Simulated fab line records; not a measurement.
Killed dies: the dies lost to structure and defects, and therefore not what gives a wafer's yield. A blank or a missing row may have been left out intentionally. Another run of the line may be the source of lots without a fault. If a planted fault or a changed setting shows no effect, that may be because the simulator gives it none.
Which of the tools did it?    flow nand_harc    36 wafers from 12 lots sampled at 5 of the route's 1302 steps

== WHAT EACH GAUGE READ, for each wafer ==
NHARC_P_BONDPAD_THK_MEAS_20: measures by xrf.
lot   measured      on             thk_nm (nm)
L075  day 7 04:05   film_metro-01  161.0 159.7 158.1
L077  day 7 22:55   film_metro-01  163.3 162.0 162.3
L079  day 8 23:10   film_metro-01  159.2 162.3 160.6
L081  day 9 12:22   film_metro-02  161.7 161.1 160.9
L083  day 10 13:48  film_metro-01  162.2 160.4 164.1
L085  day 11 06:37  film_metro-02  160.7 159.6 163.8
L087  day 12 00:53  film_metro-02  159.1 162.8 161.5
L089  day 12 21:02  film_metro-02  160.1 161.1 163.5
L091  day 13 19:11  film_metro-02  161.7 162.8 160.2
L093  day 14 10:49  film_metro-01  162.3 160.1 160.0
L095  day 15 06:32  film_metro-02  160.3 161.7 159.3
L097  day 16 10:48  film_metro-02  161.0 163.5 161.4

== WHICH TOOL RAN EACH LOT (tool, then ch and the chambers of the sampled wafers, then the start) ==
lot   NHARC_P_M1_PRE_CLEAN_32          NHARC_P_M2_ETCH_35                  NHARC_P_M2_ETCH_15                             NHARC_P_BONDPAD_DEP_00
L075  pecvd-04 ch 0,1,2, day 6 19:23   rie_diel-12 ch 0,1,3, day 6 20:50   rie_diel-12 ch 0,1,3, day 7 00:13 or earlier   pecvd-01 ch 1,2, day 7 00:13
L077  pecvd-01 ch 1,2, day 7 14:29     rie_diel-13 ch 0,3, day 7 16:05     rie_diel-13 ch 2,3, day 7 19:14 or earlier     pecvd-01 ch 0,2, day 7 19:14
L079  pecvd-02 ch 0,1, day 8 14:49     rie_diel-13 ch 0,2,3, day 8 16:16   rie_diel-13 ch 0,1, day 8 19:22 or earlier     pecvd-01 ch 0,1,2, day 8 19:22
L081  pecvd-04 ch 0,2, day 9 03:53     rie_diel-02 ch 1,2,3, day 9 05:30   rie_diel-02 ch 1,2, day 9 08:33 or earlier     pecvd-04 ch 1,2, day 9 08:33
L083  pecvd-02 ch 0,1,2, day 10 05:13  rie_diel-12 ch 0,1, day 10 07:03    rie_diel-12 ch 1,3, day 10 10:08 or earlier    pecvd-01 ch 1,2, day 10 10:08
L085  pecvd-04 ch 0,1, day 10 22:08    rie_diel-12 ch 0,1,3, day 10 23:36  rie_diel-12 ch 0,3, day 11 02:52 or earlier    pecvd-02 ch 1,2, day 11 02:52
L087  pecvd-01 ch 0,1,2, day 11 16:26  rie_diel-13 ch 0,1, day 11 18:01    rie_diel-13 ch 0,1, day 11 21:08 or earlier    pecvd-01 ch 0,1,2, day 11 21:08
L089  pecvd-02 ch 0,1, day 12 12:29    rie_diel-12 ch 0,1,3, day 12 14:13  rie_diel-12 ch 0,2,3, day 12 21:02 or earlier  pecvd-02 ch 0,1,2, day 12 21:02 or earlier
L091  pecvd-01 ch 0,1,2, day 13 10:44  rie_diel-12 ch 1,2,3, day 13 12:29  rie_diel-12 ch 0,1,2, day 13 15:35 or earlier  pecvd-01 ch 1,2, day 13 15:35
L093  pecvd-02 ch 0,1,2, day 14 02:15  rie_diel-02 ch 1,2, day 14 04:01    rie_diel-02 ch 0,1,2, day 14 10:49 or earlier  pecvd-04 ch 0,1,2, day 14 10:49 or earlier
L095  pecvd-01 ch 1,2, day 14 21:58    rie_diel-12 ch 0,2,3, day 14 23:41  rie_diel-12 ch 0,1,3, day 15 06:32 or earlier  pecvd-02 ch 0,1,2, day 15 06:32 or earlier
L097  pecvd-01 ch 0,1,2, day 16 02:19  rie_diel-13 ch 1,2,3, day 16 03:57  rie_diel-13 ch 0,1,2, day 16 07:00 or earlier  pecvd-04 ch 1,2, day 16 07:00
- NHARC_P_M1_PRE_CLEAN_32: time 12 s.
- NHARC_P_M2_ETCH_35: etches the open film in N2/H2, target depth 40 nm, overetch 12 nm, time 43.94 s.
- NHARC_P_M2_ETCH_15: etches the open film in C4F8/Ar, target depth 182.5 nm, time 91.2 s.
- NHARC_P_BONDPAD_DEP_00: deposits SiCN, target thk 250 nm.

== THE ANSWER, worked out from the rows above alone ==
Rule: the usual values come from the lots themselves. Put in order of their means at a reading, lots are off if they are a third of the lots or fewer, leave a main group of 4 or more, and stand apart from it by a gap of 3 or more times the standard deviation of the main group's means; of several such gaps the widest counts. The tables above print the reading to a certain number of digits; a main group whose means all agree to those digits is not used. Also off: a lot with no number at a reading for which 4 or more lots have one. Where the step has rows for the other lots, those lots are counted as sound.
Across all readings shown, no lot is off: no conclusion can be drawn from this.

== WHAT THE SIMULATOR HAD PUT IN ==
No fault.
